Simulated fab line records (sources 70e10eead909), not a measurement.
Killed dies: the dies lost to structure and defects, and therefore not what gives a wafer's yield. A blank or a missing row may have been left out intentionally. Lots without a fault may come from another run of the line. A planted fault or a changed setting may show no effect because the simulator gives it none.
fab line records	flow nand-harc
record: lots: 12	wafers: 36	last-day: 24
route steps=1159 shown P_START@1 P_ZERO_WELL@56 P_STI@88 END@1159
lots with no fault: from the same line, run without faults
start-h: the number of hours between the record's first day and the start of the first shown wafer of the lot	wait-h: hours from the lot's prior step to this one	" as in the row above	L1.1+2: several wafers, shown together as one row	- no value, or no start was given	* or withheld: withheld	< > ~ a bound
route shown NAME@n: NAME is a module with steps in the file, n the number in the route of the first one	usual: the fault-free wafers' mean and standard deviation	same: alike in all rows	chamber/n: place in a boat	sites: per-site readings	_std_site: standard deviation of those values	_edge_site: mean of outer sites minus mean of inner sites	radius-mm: for every site, how far away it sits from the centre of the wafer	mask NAME#n: copy n	behind: the tool/chamber that last shaped the wafer	hold: why the lot was held/for how many hours/how that ended	device: whichever transistor did not switch (one of n, p or np)	end of line: the tests these same wafers got at the end of their route	a step with no rows: only its recipe	killed: the dies lost at the first sort to structure and to defects; this is not the yield of the wafer	map: the dies of a wafer, with x for killed, . for not killed, _ for no die there
set.NAME: the run value of the setting; set.NAME@STEP: its run value at that earlier step	model.NAME: the simulator's own value behind a step, which no gauge read
route steps across a sampled set of lots; one table per step, one row per wafer
services: the hour from which a tool's chamber was out of use, counted from the record's first day as start-h (under 0 if before that day), plus the number of hours and why
== steps ==
step: NHARC_P_START_INSPECT_01
usual: raw-defect-count: 3.6/1.8
lot.wafer	tool	chamber	start-h	wait-h	raw-defect-count
L973.1	defect-inspect-02	-	12.04	-	3
L973.3	"	-	"	"	5
L973.4	"	-	"	"	4
L974.3	defect-inspect-02	-	18.04	-	3
L974.4	"	-	"	"	3
L974.5	"	-	"	"	0
L975.1	defect-inspect-02	-	24.04	-	10
L975.2	"	-	"	"	4
L975.6	"	-	"	"	3
L976.1	defect-inspect-02	-	30.04	-	7
L976.2	"	-	"	"	2
L976.4	"	-	"	"	1
L977.1	defect-inspect-01	-	36.04	-	4
L977.3	"	-	"	"	3
L977.6	"	-	"	"	6
L978.1	defect-inspect-01	-	42.04	-	4
L978.3	"	-	"	"	5
L978.5	"	-	"	"	5
L989.2	defect-inspect-01	-	108.04	-	4
L989.4	"	-	"	"	3
L989.6	"	-	"	"	2
L990.1	defect-inspect-02	-	114.04	-	1
L990.2	"	-	"	"	2
L990.6	"	-	"	"	4
L991.2	defect-inspect-02	-	120.05	-	2
L991.3	"	-	"	"	3
L991.6	"	-	"	"	3
L993.2	defect-inspect-02	-	132.04	-	3
L993.4	"	-	"	"	5
L993.6	"	-	"	"	3
L994.1	defect-inspect-02	-	138.04	-	3
L994.4	"	-	"	"	2
L994.6	"	-	"	"	6
L995.3	defect-inspect-02	-	144.04	-	3
L995.4	"	-	"	"	4
L995.5	"	-	"	"	0
step: NHARC_P_ZERO_WELL_EXPOSE_49
recipe: na: 0.6	target-cd-nm: 2000	dose-mj: 22.64	mask-id: P_HVPW
lot.wafer	tool	chamber	start-h	wait-h	mask
L973.1+3+4	krf-scanner-03	0	17.48	-	P_HVPW#0
L974.3+4+5	krf-scanner-03	0	23.64	-	P_HVPW#0
L975.1+2+6	krf-scanner-02	0	29.70	-	P_HVPW#0
L976.1+2+4	krf-scanner-03	0	35.76	-	P_HVPW#0
L977.1+3+6	krf-scanner-01	0	41.50	-	P_HVPW#0
L978.1+3+5	krf-scanner-01	0	47.52	-	P_NWELL#0
L989.2+4+6	krf-scanner-02	0	113.50	-	P_HVPW#0
L990.1+2+6	krf-scanner-03	0	119.71	-	P_HVPW#0
L991.2+3+6	krf-scanner-01	0	125.81	-	P_HVPW#0
L993.2+4+6	krf-scanner-01	0	137.59	-	P_HVPW#0
L994.1+4+6	krf-scanner-03	0	143.37	-	P_HVPW#0
L995.3+4+5	krf-scanner-03	0	149.48	-	P_HVPW#0
step: NHARC_P_ZERO_WELL_CD_MEAS_52
recipe: target-cd-nm: 2000	landing-energy-ev: 500
usual: cd-nm: 2000.1/1.6
lot.wafer	tool	chamber	start-h	wait-h	cd-nm
L973.1	cd-sem-02	0	17.64	-	2001.9
L973.3	"	0	"	"	2001.4
L973.4	"	0	"	"	1998.7
L974.3	cd-sem-01	0	23.79	-	2003.7
L974.4	"	0	"	"	2001.2
L974.5	"	0	"	"	2000.4
L975.1	cd-sem-02	0	29.86	-	1999.2
L975.2	"	0	"	"	2001.0
L975.6	"	0	"	"	1999.4
L976.1	cd-sem-03	0	35.92	-	1997.2
L976.2	"	0	"	"	1998.2
L976.4	"	0	"	"	1999.6
L977.1	cd-sem-01	0	41.66	-	1999.5
L977.3	"	0	"	"	2000.7
L977.6	"	0	"	"	1997.6
L978.1	cd-sem-01	0	47.67	-	-
L978.3	"	0	"	"	-
L978.5	"	0	"	"	-
L989.2	cd-sem-03	0	113.65	-	1999.2
L989.4	"	0	"	"	1999.0
L989.6	"	0	"	"	2000.4
L990.1	cd-sem-01	0	119.86	-	1999.8
L990.2	"	0	"	"	1999.4
L990.6	"	0	"	"	2001.3
L991.2	cd-sem-03	0	125.97	-	1998.2
L991.3	"	0	"	"	1999.7
L991.6	"	0	"	"	1998.7
L993.2	cd-sem-01	0	137.74	-	2000.4
L993.4	"	0	"	"	1998.7
L993.6	"	0	"	"	2001.5
L994.1	cd-sem-03	0	143.53	-	2000.3
L994.4	"	0	"	"	2000.1
L994.6	"	0	"	"	2000.6
L995.3	cd-sem-02	0	149.63	-	2001.5
L995.4	"	0	"	"	1999.4
L995.5	"	0	"	"	1999.3
step: NHARC_P_ZERO_WELL_DESCUM_54
recipe: time-s: 3	o2-flow-sccm: 200	ar-flow-sccm: 0	bias-power-w: 0	chemistry: O2
usual: drypump-motor-current-A: 5.68/0.29	oes-product-au: 0.998/0.0094	rf-vpp-V: 57.8/0.89	showerhead-plenum-p-Torr: 1.93/0.083	throttle-valve-pct: 11.311/0.01
lot.wafer	tool	chamber	start-h	wait-h	drypump-motor-current-A	oes-product-au	rf-hours-counter-h	rf-vpp-V	showerhead-plenum-p-Torr	throttle-valve-pct
L973.3	rie-diel-09	2	17.81	-	6.19	0.994	5.5	57.2	1.84	11.314
L973.4	"	3	"	"	5.92	0.985	6.8	59.2	2.01	11.304
L973.1	"	0	"	"	5.54	1.008	6.0	58.2	1.97	11.314
L974.3	rie-diel-04	1	23.96	-	6.13	1.009	3.8	57.1	1.93	11.310
L974.4	"	3	"	"	5.39	1.007	3.6	58.0	1.81	11.328
L974.5	"	1	"	"	6.19	1.009	-	57.9	1.93	11.329
L975.1	rie-diel-04	2	30.02	-	5.55	0.996	4.0	56.9	1.86	11.310
L975.2	"	3	"	"	5.37	0.994	3.8	56.2	1.81	11.300
L975.6	"	2	"	"	5.51	0.990	-	56.4	1.85	11.316
L976.1	rie-diel-04	2	36.09	-	5.51	0.994	4.8	55.8	1.85	11.312
L976.4	"	3	"	"	5.38	0.995	4.5	57.0	1.81	11.311
L976.2	"	0	"	"	5.76	0.995	3.7	57.7	1.87	11.320
L977.1	rie-diel-12	2	41.82	-	5.56	0.988	0.2	57.4	1.98	11.320
L977.3	"	1	"	"	5.18	1.007	0.2	57.8	2.07	11.316
L977.6	"	3	"	"	5.93	1.005	-	58.2	2.05	11.328
L978.1	rie-diel-04	0	47.84	-	5.73	0.991	4.3	57.4	1.87	11.313
L978.3	"	2	"	"	5.53	0.984	5.6	58.8	1.85	11.288
L978.5	"	0	"	"	5.76	1.003	-	57.9	1.87	11.313
L989.2	rie-diel-12	2	113.81	-	5.58	0.985	5.6	58.2	1.98	11.309
L989.4	"	3	"	"	5.94	0.985	5.9	57.7	2.05	11.313
L989.6	"	3	"	"	5.96	0.997	-	57.0	2.05	11.310
L990.1	rie-diel-12	1	120.04	-	5.16	1.000	4.8	58.3	2.06	11.323
L990.2	"	3	"	"	5.97	1.004	6.3	57.9	2.05	11.309
L990.6	"	1	"	"	5.17	0.998	-	57.3	2.06	11.303
L991.3	rie-diel-09	2	126.13	-	6.20	1.004	3.4	57.1	1.84	11.290
L991.2	"	0	"	"	5.52	0.993	3.0	56.9	1.97	11.325
L991.6	"	1	"	"	5.69	0.987	-	57.5	1.87	11.311
L993.4	rie-diel-12	1	137.90	-	5.16	0.998	6.2	58.9	2.06	11.324
L993.2	"	0	"	"	5.70	1.001	5.8	58.6	1.86	11.312
L993.6	"	1	"	"	5.16	0.995	-	57.7	2.06	11.316
L994.4	rie-diel-12	3	143.69	-	5.94	0.990	7.9	59.4	2.05	11.319
L994.1	"	2	"	"	5.60	0.994	8.2	57.7	1.98	11.305
L994.6	"	3	"	"	5.95	0.990	-	58.3	2.05	11.309
L995.4	rie-diel-12	1	149.80	-	5.15	1.009	7.0	57.6	2.06	11.310
L995.3	"	3	"	"	5.94	1.005	8.8	57.8	2.05	11.323
L995.5	"	0	"	"	5.71	1.010	-	57.1	1.86	11.322
step: NHARC_P_STI_ETCH_42
recipe: target-depth-a: 800	overetch-a: 240	time-s: 61	ion-energy-ev: 200	n2-flow-sccm: 150	h2-flow-sccm: 150	ar-flow-sccm: 0	rf-w: 400	bias-w: 150	chemistry: N2/H2
usual: drypump-motor-current-A: 5.7/0.42	oes-product-au: 1.003/0.0082	rf-vpp-V: 430.5/2.7	showerhead-plenum-p-Torr: 2.03/0.092	throttle-valve-pct: 14.172/0.0085
lot.wafer	tool	chamber	start-h	wait-h	drypump-motor-current-A	oes-product-au	rf-hours-counter-h	rf-vpp-V	showerhead-plenum-p-Torr	throttle-valve-pct
L973.1	rie-diel-01	0	32.99	0.1	5.3	1.016	1.5	433.5	2.14	14.165
L973.3	"	2	"	"	5.0	1.005	1.5	431.9	2.06	14.153
L973.4	"	3	"	"	6.1	1.012	-	426.7	1.92	14.175
L974.3	rie-diel-01	3	44.26	0.1	6.1	1.000	1.8	428.5	1.92	14.174
L974.5	"	3	"	"	6.1	1.000	-	426.7	1.92	14.168
L974.4	"	1	"	"	6.0	1.015	-	428.2	1.97	14.166
L975.2	rie-diel-08	3	44.54	0.2	5.4	1.001	5.2	434.8	2.19	14.173
L975.1	"	1	"	"	5.7	1.004	5.0	429.0	2.01	14.175
L975.6	"	0	"	"	6.1	0.992	-	432.9	2.09	14.179
L977.1	rie-diel-08	3	55.89	0.1	5.4	1.006	5.4	434.6	2.19	14.176
L977.3	"	2	"	"	6.2	1.015	5.2	426.0	1.90	14.194
L977.6	"	3	"	"	5.5	1.009	-	434.7	2.19	14.164
L976.1	rie-diel-01	3	56.05	0.1	6.1	1.005	1.9	427.4	1.92	14.176
L976.2	"	0	"	"	5.3	1.009	1.9	432.9	2.14	14.176
L976.4	"	1	"	"	6.0	0.999	2.0	428.4	1.97	14.179
L989.4	rie-diel-01	1	132.00	0.1	6.0	1.009	4.2	428.2	1.97	14.171
L989.2	"	0	"	"	5.3	1.020	3.8	432.5	2.14	14.173
L989.6	"	1	"	"	6.0	0.996	-	430.2	1.97	14.179
L990.2	rie-diel-03	0	138.49	0.1	4.9	1.001	3.6	429.3	1.98	14.153
L990.1	"	3	"	"	5.6	1.006	3.4	432.9	2.11	14.165
L990.6	"	0	"	"	4.9	1.014	-	429.3	1.99	14.172
L991.2	rie-diel-03	1	143.50	0.1	5.7	1.006	3.5	433.2	2.12	14.150
L991.3	"	2	"	"	5.5	1.001	3.7	426.9	1.93	14.173
L991.6	"	1	"	"	5.7	1.007	-	432.0	2.12	14.172
L993.2	rie-diel-01	2	157.18	0.1	5.0	0.991	0.1	430.9	2.06	14.163
L993.4	"	0	"	"	5.3	1.009	-	434.4	2.14	14.172
L993.6	"	2	"	"	5.1	1.003	-	430.5	2.06	14.164
L994.4	rie-diel-08	0	160.96	0.1	6.1	1.007	1.7	432.4	2.09	14.180
L994.1	"	2	"	"	6.2	0.999	1.6	426.3	1.90	14.170
L994.6	"	0	"	"	6.2	1.000	-	431.6	2.09	14.181
L995.3	rie-diel-08	1	169.57	0.1	5.6	0.992	2.7	429.3	2.00	14.169
L995.4	"	0	"	"	6.1	1.002	2.5	432.0	2.09	14.156
L995.5	"	1	"	"	5.6	0.995	-	429.1	2.00	14.175
step: NHARC_END_SORT_01
recipe: temp-c: 25
usual: killed-at-array: 27/11	killed-at-other: 0.6/0.89	killed-at-periphery: 3.0/2.4	killed-dies: 31/12	killed-open: 3.2/1.6	killed-short: 2.0/1.5
same: gross-dies: 677
lot.wafer	tool	chamber	start-h	wait-h	killed-at-array	killed-at-other	killed-at-periphery	killed-dies	killed-open	killed-short
L978.1	prober-01	0	480.02	2.5	15	0	662	677	2	2
L978.3	prober-01	0	481.62	3.1	12	0	665	677	2	2
L978.5	prober-01	0	483.23	3.7	10	0	667	677	3	1
killed by level:class
L978.1 P_ZERO_WELL:area-expose=659 A_SLIT:chamber-film-flake=5 A_CONTACT:chamber-film-flake=4 A_CHANNEL_HOLE_D1:chamber-film-flake=2 A_STAIRCASE:chamber-film-flake=2 P_CONTACT:geometric-particle:open=1 P_M0:geometric-particle:open=1 A_SGD_CUT:geometric-particle:short=1
L978.3 P_ZERO_WELL:area-expose=662 A_CHANNEL_HOLE_D1:chamber-film-flake=5 A_CONTACT:chamber-film-flake=3 P_ZERO_WELL:chamber-film-flake=2 P_GATE:geometric-particle:short=1 A_SOURCE_PLATE:geometric-particle:short=1 A_SOURCE_PLATE:geometric-particle:open=1 A_CONTACT:geometric-particle:open=1
L978.5 P_ZERO_WELL:area-expose=667 A_CHANNEL_HOLE_D1:chamber-film-flake=2 A_STAIRCASE:chamber-film-flake=2 A_CHANNEL_HOLE_D1:geometric-particle:short=1 A_CHANNEL_FILL_D1:geometric-particle:open=1 A_WL_FILL:geometric-particle:open=1 A_M0:geometric-particle:open=1 A_SLIT:chamber-film-flake=1
== services ==
tool	chamber	start-h	hours	kind
rie-diel-12	0	-4.88	11.0	repair
krf-scanner-03	-	-4.00	4.0	pm
krf-scanner-03	-	1.17	1.4	repair
rie-diel-12	-	25.40	9.0	pm
rie-diel-01	1	30.88	2.6	repair
rie-diel-03	3	34.93	4.0	repair
krf-scanner-02	-	38.00	4.0	pm
rie-diel-03	-	38.30	9.0	pm
rie-diel-01	0	41.69	5.8	repair
krf-scanner-01	-	48.09	3.0	repair
krf-scanner-03	-	53.84	9.0	repair
rie-diel-01	0	74.46	2.4	repair
rie-diel-08	2	75.36	3.9	repair
rie-diel-08	2	82.40	3.6	repair
krf-scanner-01	-	84.00	4.0	pm
rie-diel-08	1	84.88	2.6	repair
rie-diel-08	0	90.01	22.7	repair
rie-diel-04	-	111.90	9.0	pm
rie-diel-08	-	124.80	9.0	pm
krf-scanner-03	-	127.41	2.0	repair
rie-diel-01	-	137.80	9.0	pm
rie-diel-01	3	155.04	10.5	repair
krf-scanner-01	-	164.18	2.4	repair
krf-scanner-03	-	168.00	4.0	pm
== key ==
first-sign: step: NHARC_P_ZERO_WELL_EXPOSE_49	reading: mask	direction: changed
effect: step: NHARC_P_ZERO_WELL_CD_MEAS_52	reading: cd-nm	direction: missing
effect: step: NHARC_END_SORT_01	reading: killed-at-periphery	direction: up	sigmas: 99+	usual: 3.0	struck: 664.7
more-kills-born-at: NHARC_P_ZERO_WELL_EXPOSE_49@krf-scanner-01: 1988
met-at NHARC_P_ZERO_WELL_EXPOSE_49
struck-lots L978
later-rows-left-out L978.1,L978.3,L978.5
tester-left-out L978
not-acting-at NHARC_P_START_INSPECT_01,NHARC_P_ZERO_WELL_DESCUM_54,NHARC_P_STI_ETCH_42
onset-between 41.50 47.52
fault: kind: wrong-mask	tool: any	chamber: -	onset-h: 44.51	steps: NHARC_P_ZERO_WELL_EXPOSE_49	aux-copy: P_NWELL#0	scope: struck-lots-only
tester-left-out: of these lots the tester's yield and bins aren't shown, on N5 and GAA mostly nor the transistor test; their killed dies are dies lost to structure and defects alone, not to doping, threshold or leakage, so they don't give the yield
later-rows-left-out: the simulator's readings of these wafers behind a module that went badly wrong aren't trusted and aren't shown, but for the sort
